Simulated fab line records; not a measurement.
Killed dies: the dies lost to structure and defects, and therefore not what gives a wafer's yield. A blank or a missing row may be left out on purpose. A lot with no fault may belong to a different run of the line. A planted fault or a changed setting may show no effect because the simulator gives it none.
Chamber matching -- flow n5_finfet -- 3 sister chambers for N5_BEOL_M7_CURE_74 on uv_cure-03
The step cures SiCOH lowk, time 240 s. 3 wafers are shown with their chamber, then 11 later ones without.

== WAFERS PAIRED WITH THEIR CHAMBERS ==
wafer,chamber,wafer_temp_C_max
L079.5,2,388.4
L090.6,0,386.4
L089.1,1,388.0

== WAFERS WITHOUT THEIR CHAMBER ==
wafer,wafer_temp_C_max
L089.3,387.1
L089.6,387.6
L091.4,387.0
L091.5,387.4
L091.6,388.3
L092.1,388.2
L092.2,387.0
L092.4,386.8
L094.4,387.2
L094.5,387.8
L094.6,388.7

== THE CHAMBER EACH PASSED THROUGH ==
wafer,from the rows above,in truth
L089.3,can't be placed: 0 or 1 or 2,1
L089.6,can't be placed: 1 or 2 or 0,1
L091.4,can't be placed: 0 or 1 or 2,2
L091.5,can't be placed: 1 or 0 or 2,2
L091.6,can't be placed: 2 or 1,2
L092.1,can't be placed: 1 or 2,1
L092.2,can't be placed: 0 or 1 or 2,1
L092.4,can't be placed: 0 or 1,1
L094.4,can't be placed: 0 or 1 or 2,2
L094.5,can't be placed: 1 or 2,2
L094.6,can't be placed: 2 or 1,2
0 of 11 placed correctly. Cannot be placed on the basis of these rows: 11; the candidates contain the true chamber in 11. Number placed wrongly: 0.
How it was worked out, from the rows above alone: a wafer's distance from a chamber is the root of the sum, over the readings, of the square of ((its reading less the chamber's mean) divided by the reading's scatter). If the next closest chamber is less than 2 further off than the closest, the wafer can't be placed; otherwise it belongs to the closest. A chamber's mean is the mean of its shown wafers. The scatter: root of mean squared gap, hidden wafer to nearest shown wafer, with one shown wafer a chamber.
